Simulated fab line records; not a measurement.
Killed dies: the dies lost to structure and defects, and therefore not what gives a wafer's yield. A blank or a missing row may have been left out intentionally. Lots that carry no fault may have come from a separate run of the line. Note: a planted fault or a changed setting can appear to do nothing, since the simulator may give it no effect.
fab line records    flow n5-finfet
record lots=4  wafers=12  last-day=17
route steps=1938 shown MOL_CONTACT_COAG@587 BEOL_M4@1111 PASSIVATION@1936
lots that met no fault: from a run of the same line without faults
start-h: the number of hours between the record's first day and the start of the first shown wafer of the lot    wait-h: time in hours since the lot's previous step    " the same as in the row above    L1.1+2: several wafers, shown together as one row    - either no value or no given start    * or withheld: withheld    < > ~ a bound
route shown NAME@n: NAME is a module with steps in the file, n the number in the route of the first one    usual: average and standard deviation across the fault-free wafers    same: alike in all rows    chamber/n: place in a boat    sites: per-site readings    _std_site: how widely they spread, as a standard deviation    _edge_site: outer sites' mean less inner sites'    radius-mm: how far each site lies from the wafer's centre    mask NAME#n: copy n    behind: the tool/chamber that last shaped the wafer    hold: why the lot was held/for how many hours/how that ended    device: names the non-switching transistor (n, p or np)    end of line: the route-end tests of the same wafers    a step given without rows: its recipe and nothing more    killed: dies lost to structure and defects at the first sort, not the wafer's yield    map: a wafer's dies, x killed, . not, _ none there
set.NAME: the setting the step ran with; set.NAME@STEP: the setting that earlier step ran with    model.NAME: the simulator's own value behind a step, which no gauge read
a table for each step, a row for each wafer; lots at some steps of the route
services: when a tool's chamber went out of use (start-h, in hours from the record's first day, below 0 if earlier), for how many hours, and the reason
## steps
# step N5_MOL_CONTACT_COAG_STRIP_96
# recipe chemistry=N2/H2  power-w=500  temp-c=40  pressure-mtorr=50  rf-frequency-hz=6e+07  overash-fraction=0.3  bias-power-w=28  h2-frac=0.5  n2-flow-sccm=300  h2-flow-sccm=300
# step N5_MOL_CONTACT_COAG_ETCH_47
# recipe chemistry=CH3F/O2  target=SiNx  target-depth-a=270  mask-material=SiO2  stop-on=W  over-etch-frac=0.2  ion-energy-ev=120  endpoint=OES-CN  pressure-mtorr=30  source-w=395  bias-w=73  Ar_flow_sccm=150  CH3F_flow_sccm=30  O2_flow_sccm=20  ends=end-point
# step N5_MOL_CONTACT_COAG_STRIP_119
# recipe chemistry=N2/H2  time-s=30  power-w=1000  temp-c=250  pressure-mtorr=withheld  n2-flow-sccm=1750  h2-flow-sccm=3250
# step N5_MOL_CONTACT_COAG_PRECLEAN_144
# recipe chemistry=alkaline-clean  temp-c=60  time-s=60  do-ppb=50
# step N5_MOL_CONTACT_COAG_SRD_145
# recipe dry=ipa-marangoni  time-s=30  temp-c=23  rinse-liquid=diw
# step N5_MOL_CONTACT_COAG_COAT_62
# recipe resist=SOC  temp-c=250  time-s=60  spin-rpm=1500  resist-thk-nm=60
# step N5_MOL_CONTACT_COAG_COAT_63
# recipe resist=SiARC  temp-c=220  time-s=60  spin-rpm=1500  resist-thk-nm=10
# step N5_MOL_CONTACT_COAG_COAT_64
# recipe resist=underlayer  temp-c=205  time-s=60  spin-rpm=1500  resist-thk-nm=10
# step N5_MOL_CONTACT_COAG_COAT_34
# recipe resist=CAR-EUV  spin-rpm=1500  resist-thk-nm=40
# step N5_MOL_CONTACT_COAG_EBR_36
# recipe solvent=PGMEA  ebr-width-mm=1.5
# step N5_MOL_CONTACT_COAG_SOFTBAKE_35
# recipe temp-c=110  time-s=60  resist=CAR-EUV
# step N5_MOL_CONTACT_COAG_EXPOSE_37
# recipe mask-id=VD  na=0.33  source-shape=annular  sigma-inner=0.3  sigma-outer=0.7  polarization=unpolarized  defocus-nm=0  dose-mj=62
# usual exposure-dose-mJ-cm2=62.02/0.07
lot.wafer  tool            chamber  start-h  wait-h  mask  exposure-dose-mJ-cm2  model.MOL_CONTACT_COAG.overlay-x-nm
L853.2     euv-scanner-02  0        162.85   -       VD#0  62.11                 -0.2
L853.4     "               0        "        "       VD#0  62.17                 -0.2
L853.5     "               0        "        "       VD#0  62.08                 -0.2
L859.2     euv-scanner-02  0        204.96   -       VD#0  61.99                 12.2
L859.4     "               0        "        "       VD#0  61.94                 12.2
L859.6     "               0        "        "       VD#0  61.89                 12.2
L862.3     euv-scanner-02  0        212.79   -       VD#0  62.03                 12.6
L862.5     "               0        "        "       VD#0  62.01                 12.6
L862.6     "               0        "        "       VD#0  61.95                 12.6
L865.1     euv-scanner-01  0        234.18   -       VD#0  61.95                 -0.4
L865.3     "               0        "        "       VD#0  62.05                 -0.4
L865.5     "               0        "        "       VD#0  61.95                 -0.4
# step N5_MOL_CONTACT_COAG_PEB_38
# recipe peb-temp-c=100  peb-time-s=60  resist=CAR-EUV
# step N5_MOL_CONTACT_COAG_DEVELOP_39
# recipe develop-time-s=30  developer=TMAH  resist=CAR-EUV  rinse-liquid=surfactant-rinse  dry=air-spin  dev-temp-c=23
# step N5_MOL_CONTACT_COAG_OVL_MEAS_41
# recipe points-per-wafer=522
# usual VD_OVL=-0.2/0.54
lot.wafer  tool        chamber  start-h  wait-h  VD_OVL[nm]
L853.2     overlay-02  0        163.02   0.0     -1.4
L853.4     "           0        "        "       -0.2
L853.5     "           0        "        "       -0.1
L859.2     overlay-01  0        205.13   0.0     12.1
L859.4     "           0        "        "       11.8
L859.6     "           0        "        "       11.9
L862.3     overlay-01  0        212.96   0.0     12.2
L862.5     "           0        "        "       12.1
L862.6     "           0        "        "       11.9
L865.1     overlay-02  0        234.36   0.0     0.1
L865.3     "           0        "        "       -0.1
L865.5     "           0        "        "       -0.6
# step N5_MOL_CONTACT_COAG_DESCUM_45
# recipe chemistry=O2  time-s=7  source-power-w=50  bias-power-w=20  pressure-mtorr=20  rf-frequency-hz=2.712e+07  temp-c=40  resist=CAR-EUV  o2-flow-sccm=225
# step N5_MOL_CONTACT_COAG_ETCH_65
# recipe chemistry=N2/H2  target=underlayer  target-depth-a=130  mask-material=CAR-EUV  time-s=10.4  ion-energy-ev=200  pressure-mtorr=30  source-w=840  bias-w=150  n2-flow-sccm=200  h2-flow-sccm=200  ends=cleared
# step N5_MOL_CONTACT_COAG_ETCH_66
# recipe chemistry=CF4  target=SiARC  target-depth-a=130  mask-material=CAR-EUV  time-s=21.7  ion-energy-ev=80  pressure-mtorr=40  source-w=545  bias-w=36  Ar_flow_sccm=100  cf4-flow-sccm=100  ends=cleared
# step N5_MOL_CONTACT_COAG_ALD_133
# recipe material=SiO2  target-thk-a=50  temp-c=100  ald-precursor-family=BDEAS  ald-co-reactant=O2-plasma  pulse-time-s=1  co-reactant-pulse-time-s=1  purge-time-s=2  co-reactant-purge-time-s=2  ald-cycles=35  pressure-torr=2
# step N5_MOL_CONTACT_COAG_ETCHBACK_134
# recipe chemistry=CHF3  target=SiO2  target-depth-a=100  time-s=6.7  ion-energy-ev=200  pressure-mtorr=30  source-w=610  bias-w=170  Ar_flow_sccm=200  CHF3_flow_sccm=50
# step N5_MOL_CONTACT_COAG_ETCH_67
# recipe chemistry=N2/H2  target=SOC  target-depth-a=600  overetch-a=210  mask-material=SiARC  temp-c=40  time-s=101.2  ion-energy-ev=200  pressure-mtorr=30  source-w=840  bias-w=150  n2-flow-sccm=200  h2-flow-sccm=200
# step N5_MOL_CONTACT_COAG_STRIP_68
# recipe chemistry=N2/H2  temp-c=40  n2-flow-sccm=200  h2-flow-sccm=200  rf-frequency-hz=6e+07
# step N5_MOL_CONTACT_COAG_STRIP_69
# recipe chemistry=N2/H2  temp-c=40  n2-flow-sccm=200  h2-flow-sccm=200  rf-frequency-hz=6e+07
# step N5_MOL_CONTACT_COAG_ETCHBACK_136
# recipe chemistry=CHF3  target=SiO2  target-depth-a=250  time-s=16.7  ion-energy-ev=200  pressure-mtorr=30  source-w=610  bias-w=170  Ar_flow_sccm=200  CHF3_flow_sccm=50
# step N5_MOL_CONTACT_COAG_STRIP_120
# recipe chemistry=CHF3  resist=SiARC  rf-frequency-hz=6e+07
# step N5_MOL_CONTACT_COAG_VIA_ETCH_117
# recipe chemistry=C4F6/O2  target-depth-a=400  overetch-a=80  mask-material=SOC  target=SiO2  bias-w=455  pressure-mtorr=10  time-s=26  source-w=325  Ar_flow_sccm=300  C4F6_flow_sccm=10  O2_flow_sccm=10  ion-energy-ev=575.3  ends=end-point
# step N5_MOL_CONTACT_COAG_ETCH_124
# recipe chemistry=CH3F/O2  target=SiNx  target-depth-a=65  mask-material=SOC  stop-on=SiOC  over-etch-frac=0.3  ion-energy-ev=120  pressure-mtorr=30  source-w=395  bias-w=73  Ar_flow_sccm=150  CH3F_flow_sccm=30  O2_flow_sccm=20  ends=end-point
# step N5_MOL_CONTACT_COAG_ETCH_48
# recipe chemistry=C4F6/O2  target-depth-a=150  overetch-a=45  mask-material=SOC  target=SiOC  bias-w=465  pressure-mtorr=10  time-s=17  source-w=335  Ar_flow_sccm=300  C4F6_flow_sccm=10  O2_flow_sccm=10  ion-energy-ev=576
# step N5_MOL_CONTACT_COAG_STRIP_72
# recipe chemistry=N2/H2  power-w=450  temp-c=40  pressure-mtorr=20  rf-frequency-hz=6e+07  overash-fraction=3  bias-power-w=7  h2-frac=0.5  n2-flow-sccm=200  h2-flow-sccm=200
# step N5_MOL_CONTACT_COAG_STRIP_49
# recipe chemistry=N2/H2  time-s=30  power-w=1000  temp-c=250  pressure-mtorr=withheld  n2-flow-sccm=1750  h2-flow-sccm=3250
# step N5_MOL_CONTACT_COAG_PRECLEAN_138
# recipe chemistry=alkaline-clean  temp-c=60  time-s=60  do-ppb=50
# step N5_MOL_CONTACT_COAG_SRD_139
# recipe dry=ipa-marangoni  time-s=30  temp-c=23  rinse-liquid=diw
# step N5_MOL_CONTACT_COAG_PRE_CLEAN_121
# recipe gas=H2/He  time-s=*  temp-c=withheld
# step N5_MOL_CONTACT_COAG_CVD_140
# recipe material=W  target-thk-a=665  mode=selective-fill  temp-c=300  time-s=215
# step N5_MOL_CONTACT_COAG_PRECLEAN_127
# recipe chemistry=DIW  time-s=57.5  temp-c=23
# step N5_MOL_CONTACT_COAG_SRD_128
# recipe dry-time-s=32  dry=n2-spin  spin-rpm=1500
# step N5_MOL_CONTACT_COAG_CMP_52
# recipe stop-on=SiO2  t-overpolish-s=1.5  post-cmp-clean=w-dilute-nh4oh  down-force-psi=4  platen-rpm=50.289  pad-velocity-m-s=1.0006  target-thk-nm=66.5
# step N5_BEOL_M4_RC_MEAS_101
# usual DIBL_N=36.4/1.5  DIBL_P=36.6/1.9  IOFF_N=0.155/0.021  IOFF_P=0.211/0.028  ION_N=671/8.6  ION_P=462/5.8  SS_N=71.5/0.5  SS_P=73.4/0.58  VT_N=250.1/2.4  VT_P=-250.1/3
lot.wafer  tool       chamber  start-h  wait-h  DIBL_N[mV/V]  DIBL_P[mV/V]  IOFF_N[nA/um]  IOFF_P[nA/um]  ION_N[uA/um]  ION_P[uA/um]  SS_N[mV/dec]  SS_P[mV/dec]  VT_N[mV]  VT_P[mV]
L853.2     prober-02  0        230.85   0.2     33.8          35.9          0.128          0.204          662           470           71.2          72.7          252.9     -250.4
L853.4     "          0        "        "       33.3          35.1          0.130          0.204          665           459           71.6          72.4          253.2     -249.0
L853.5     "          0        "        "       32.6          33.9          0.117          0.194          662           463           70.7          72.2          255.6     -251.4
L859.2     prober-01  0        273.91   0.2     37.2          36.7          0.153          0.222          671           460           72.1          73.7          250.6     -249.2
L859.4     "          0        "        "       35.3          34.4          0.115          0.187          653           455           71.2          72.6          255.9     -250.6
L859.6     "          0        "        "       38.0          37.9          0.162          0.244          662           460           72.1          73.5          250.1     -247.3
L862.3     prober-01  0        280.74   0.3     35.4          35.2          0.144          0.181          667           459           71.4          72.3          249.7     -251.8
L862.5     "          0        "        "       37.1          37.6          0.171          0.207          675           462           71.4          73.2          248.3     -250.1
L862.6     "          0        "        "       36.6          36.8          0.162          0.199          672           460           71.6          73.7          248.5     -251.7
L865.1     prober-01  0        297.26   0.0     35.2          35.6          0.151          0.193          671           461           72.0          72.9          250.0     -251.9
L865.3     "          0        "        "       34.2          34.3          0.145          0.181          672           460           71.6          72.7          252.7     -252.8
L865.5     "          0        "        "       33.5          33.9          0.131          0.171          664           457           71.2          72.7          252.5     -252.1
# step N5_PASSIVATION_PROBE_49
# usual defect-limited-yield=91.5/1.4  killed_at_M0_to_M3=33/10  killed_at_M4_up=13/5  killed-at-contacts=13/5.6  killed-at-front-end=38/12  killed-at-other=3.9/2.7  killed-dies=100/16  killed-on-rim=13/4  killed-open=66/13  killed-short=32/7.2  sort_bin_5_function=5.0/0.97  sort_bin_6_memory=3.2/0.61  sort-n-pass=1080/16  sort-yield-pct=91.5/1.4
# same gross-dies=1180  killed-at-back-side=0  sort_bin_4_leakage[%]=0  sort_bin_8_speed[%]=0
lot.wafer  tool       chamber  start-h  wait-h  defect-limited-yield[%]  killed_at_M0_to_M3  killed_at_M4_up  killed-at-contacts  killed-at-front-end  killed-at-other  killed-dies  killed-on-rim  killed-open  killed-short  sort_bin_5_function[%]  sort_bin_6_memory[%]  sort-n-pass  sort-yield-pct[%]
L859.2     prober-02  -        377.98   0.1     0                        45                  5                1067                56                   7                1180         152            75           48            53.6                    4.6                   0            0
L859.4     prober-02  -        378.08   0.2     0                        25                  15               1077                59                   4                1180         152            59           49            50.5                    3.1                   0            0
L859.6     prober-02  -        378.18   0.3     0                        35                  8                1098                32                   7                1180         152            57           34            50.8                    3.1                   0            0
L862.3     prober-02  -        392.48   0.1     0                        41                  19               1071                46                   3                1180         152            78           39            51.2                    3.7                   0            0
L862.5     prober-02  -        392.58   0.2     0                        32                  16               1093                34                   5                1180         152            68           35            54.7                    3.2                   0            0
L862.6     prober-02  -        392.63   0.3     0                        37                  5                1100                34                   4                1180         152            65           32            46.9                    3.0                   0            0
# killed by level:class
L859.2 MOL_CONTACT_COAG:overlay=1054 BEOL_M0_SAQP:geometric-particle:open=19 BEOL_M0_SAQP:geometric-particle:short=14 FIN_SAQP:geometric-particle:open=12 MOL_CONTACT_COAG:geometric-particle:open=11 STI_FIN_REVEAL:geometric-particle:open=10 FIN_SAQP:geometric-particle:short=6 DUMMY_GATE:geometric-particle:open=5
L859.4 MOL_CONTACT_COAG:overlay=1067 FIN_SAQP:geometric-particle:open=13 FIN_SAQP:geometric-particle:short=8 BEOL_M0_SAQP:geometric-particle:short=8 DUMMY_GATE:geometric-particle:open=7 GATE_CUT:geometric-particle:short=6 BEOL_M0_SAQP:geometric-particle:open=6 MOL_CONTACT_COAG:geometric-particle:open=6
L859.6 MOL_CONTACT_COAG:overlay=1086 BEOL_M0_SAQP:geometric-particle:short=14 DUMMY_GATE:geometric-particle:open=10 MOL_CONTACT_COAG:geometric-particle:open=8 BEOL_M0_SAQP:geometric-particle:open=7 FIN_SAQP:geometric-particle:open=5 FIN_CUT:geometric-particle:open=5 BEOL_M2:geometric-particle:open=5
L862.3 MOL_CONTACT_COAG:overlay=1061 BEOL_M1:geometric-particle:open=11 STI_FIN_REVEAL:geometric-particle:open=10 BEOL_M0_SAQP:geometric-particle:open=10 FIN_SAQP:geometric-particle:short=9 MOL_CONTACT_COAG:geometric-particle:open=9 BEOL_M4:geometric-particle:open=8 BEOL_M0_SAQP:geometric-particle:short=7
L862.5 MOL_CONTACT_COAG:overlay=1077 BEOL_M4:geometric-particle:open=11 MOL_CONTACT_COAG:geometric-particle:open=10 FIN_SAQP:geometric-particle:open=9 STI_FIN_REVEAL:geometric-particle:open=9 BEOL_M0_SAQP:geometric-particle:open=7 BEOL_M1:geometric-particle:open=7 MOL_CONTACT_COAG:geometric-particle:short=6
L862.6 MOL_CONTACT_COAG:overlay=1083 MOL_CONTACT_COAG:geometric-particle:open=12 BEOL_M0_SAQP:geometric-particle:open=12 BEOL_M1:geometric-particle:open=11 FIN_SAQP:geometric-particle:open=10 FIN_SAQP:geometric-particle:short=10 STI_FIN_REVEAL:geometric-particle:open=5 MOL_CONTACT_COAG:geometric-particle:short=5
# map L859.2 (x killed, . not)
_________________xxxxxxxxxxxx________________
______________xxxxxxxxxxxxxxxxxx_____________
___________xxxxxxxxxxxxxxxxxxxxxxxx__________
__________xxxxxxxxxxxxxxxxxxxxxxxxxx_________
________xxxxxxxxxxxxxxxxxxxxxxxxxxxxxx_______
_______xxxxxxxxxxxxxxxxxxxxxxxxxxxxxxxx______
______xxxxxxxxxxxxxxxxxxxxxxxxxxxxxxxxxx_____
_____xxxxxxxxxxxxxxxxxxxxxxxxxxxxxxxxxxxx____
____xxxxxxxxxxxxxxxxxxxxxxxxxxxxxxxxxxxxxx___
___xxxxxxxxxxxxxxxxxxxxxxxxxxxxxxxxxxxxxxxx__
___xxxxxxxxxxxxxxxxxxxxxxxxxxxxxxxxxxxxxxxx__
__xxxxxxxxxxxxxxxxxxxxxxxxxxxxxxxxxxxxxxxxxx_
__xxxxxxxxxxxxxxxxxxxxxxxxxxxxxxxxxxxxxxxxxx_
_xxxxxxxxxxxxxxxxxxxxxxxxxxxxxxxxxxxxxxxxxxxx
_xxxxxxxxxxxxxxxxxxxxxxxxxxxxxxxxxxxxxxxxxxxx
_xxxxxxxxxxxxxxxxxxxxxxxxxxxxxxxxxxxxxxxxxxxx
_xxxxxxxxxxxxxxxxxxxxxxxxxxxxxxxxxxxxxxxxxxxx
_xxxxxxxxxxxxxxxxxxxxxxxxxxxxxxxxxxxxxxxxxxxx
_xxxxxxxxxxxxxxxxxxxxxxxxxxxxxxxxxxxxxxxxxxxx
_xxxxxxxxxxxxxxxxxxxxxxxxxxxxxxxxxxxxxxxxxxxx
_xxxxxxxxxxxxxxxxxxxxxxxxxxxxxxxxxxxxxxxxxxxx
__xxxxxxxxxxxxxxxxxxxxxxxxxxxxxxxxxxxxxxxxxx_
__xxxxxxxxxxxxxxxxxxxxxxxxxxxxxxxxxxxxxxxxxx_
___xxxxxxxxxxxxxxxxxxxxxxxxxxxxxxxxxxxxxxxx__
___xxxxxxxxxxxxxxxxxxxxxxxxxxxxxxxxxxxxxxxx__
____xxxxxxxxxxxxxxxxxxxxxxxxxxxxxxxxxxxxxx___
_____xxxxxxxxxxxxxxxxxxxxxxxxxxxxxxxxxxxx____
______xxxxxxxxxxxxxxxxxxxxxxxxxxxxxxxxxx_____
_______xxxxxxxxxxxxxxxxxxxxxxxxxxxxxxxx______
________xxxxxxxxxxxxxxxxxxxxxxxxxxxxxx_______
__________xxxxxxxxxxxxxxxxxxxxxxxxxx_________
___________xxxxxxxxxxxxxxxxxxxxxxxx__________
______________xxxxxxxxxxxxxxxxxx_____________
_________________xxxxxxxxxxxx________________
# map L862.3 (x killed, . not)
_________________xxxxxxxxxxxx________________
______________xxxxxxxxxxxxxxxxxx_____________
___________xxxxxxxxxxxxxxxxxxxxxxxx__________
__________xxxxxxxxxxxxxxxxxxxxxxxxxx_________
________xxxxxxxxxxxxxxxxxxxxxxxxxxxxxx_______
_______xxxxxxxxxxxxxxxxxxxxxxxxxxxxxxxx______
______xxxxxxxxxxxxxxxxxxxxxxxxxxxxxxxxxx_____
_____xxxxxxxxxxxxxxxxxxxxxxxxxxxxxxxxxxxx____
____xxxxxxxxxxxxxxxxxxxxxxxxxxxxxxxxxxxxxx___
___xxxxxxxxxxxxxxxxxxxxxxxxxxxxxxxxxxxxxxxx__
___xxxxxxxxxxxxxxxxxxxxxxxxxxxxxxxxxxxxxxxx__
__xxxxxxxxxxxxxxxxxxxxxxxxxxxxxxxxxxxxxxxxxx_
__xxxxxxxxxxxxxxxxxxxxxxxxxxxxxxxxxxxxxxxxxx_
_xxxxxxxxxxxxxxxxxxxxxxxxxxxxxxxxxxxxxxxxxxxx
_xxxxxxxxxxxxxxxxxxxxxxxxxxxxxxxxxxxxxxxxxxxx
_xxxxxxxxxxxxxxxxxxxxxxxxxxxxxxxxxxxxxxxxxxxx
_xxxxxxxxxxxxxxxxxxxxxxxxxxxxxxxxxxxxxxxxxxxx
_xxxxxxxxxxxxxxxxxxxxxxxxxxxxxxxxxxxxxxxxxxxx
_xxxxxxxxxxxxxxxxxxxxxxxxxxxxxxxxxxxxxxxxxxxx
_xxxxxxxxxxxxxxxxxxxxxxxxxxxxxxxxxxxxxxxxxxxx
_xxxxxxxxxxxxxxxxxxxxxxxxxxxxxxxxxxxxxxxxxxxx
__xxxxxxxxxxxxxxxxxxxxxxxxxxxxxxxxxxxxxxxxxx_
__xxxxxxxxxxxxxxxxxxxxxxxxxxxxxxxxxxxxxxxxxx_
___xxxxxxxxxxxxxxxxxxxxxxxxxxxxxxxxxxxxxxxx__
___xxxxxxxxxxxxxxxxxxxxxxxxxxxxxxxxxxxxxxxx__
____xxxxxxxxxxxxxxxxxxxxxxxxxxxxxxxxxxxxxx___
_____xxxxxxxxxxxxxxxxxxxxxxxxxxxxxxxxxxxx____
______xxxxxxxxxxxxxxxxxxxxxxxxxxxxxxxxxx_____
_______xxxxxxxxxxxxxxxxxxxxxxxxxxxxxxxx______
________xxxxxxxxxxxxxxxxxxxxxxxxxxxxxx_______
__________xxxxxxxxxxxxxxxxxxxxxxxxxx_________
___________xxxxxxxxxxxxxxxxxxxxxxxx__________
______________xxxxxxxxxxxxxxxxxx_____________
_________________xxxxxxxxxxxx________________
## services
tool            chamber  start-h  hours  kind
euv-scanner-01  0        150.96   -      calibration
euv-scanner-02  -        156.81   1.0    pm
euv-scanner-01  -        163.74   1.0    pm
euv-scanner-01  -        187.82   0.5    repair
euv-scanner-02  0        202.00   -      calibration
euv-scanner-02  -        212.96   1.0    pm
euv-scanner-01  -        219.89   1.0    pm
## key
first-sign step=N5_MOL_CONTACT_COAG_OVL_MEAS_41  reading=VD_OVL  direction=up  sigmas=23  usual=-0.2  struck=12.0
effect step=N5_PASSIVATION_PROBE_49  reading=killed-at-contacts  direction=up  sigmas=99+  usual=13  struck=1084
model-effect step=N5_MOL_CONTACT_COAG_EXPOSE_37  value=MOL_CONTACT_COAG.overlay-x-nm  without=-0.4  struck=12.4
more-kills-born-at N5_MOL_CONTACT_COAG_EXPOSE_37@euv-scanner-02=6428
met-at N5_MOL_CONTACT_COAG_EXPOSE_37
struck-wafers L859.2,L859.4,L859.6,L862.3,L862.5,L862.6
onset-between 162.85 204.96
fault kind=scanner-matching-overlay  tool=euv-scanner-02  chamber=-  onset-h=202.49  steps=N5_MOL_CONTACT_COAG_EXPOSE_37  offset=12.852
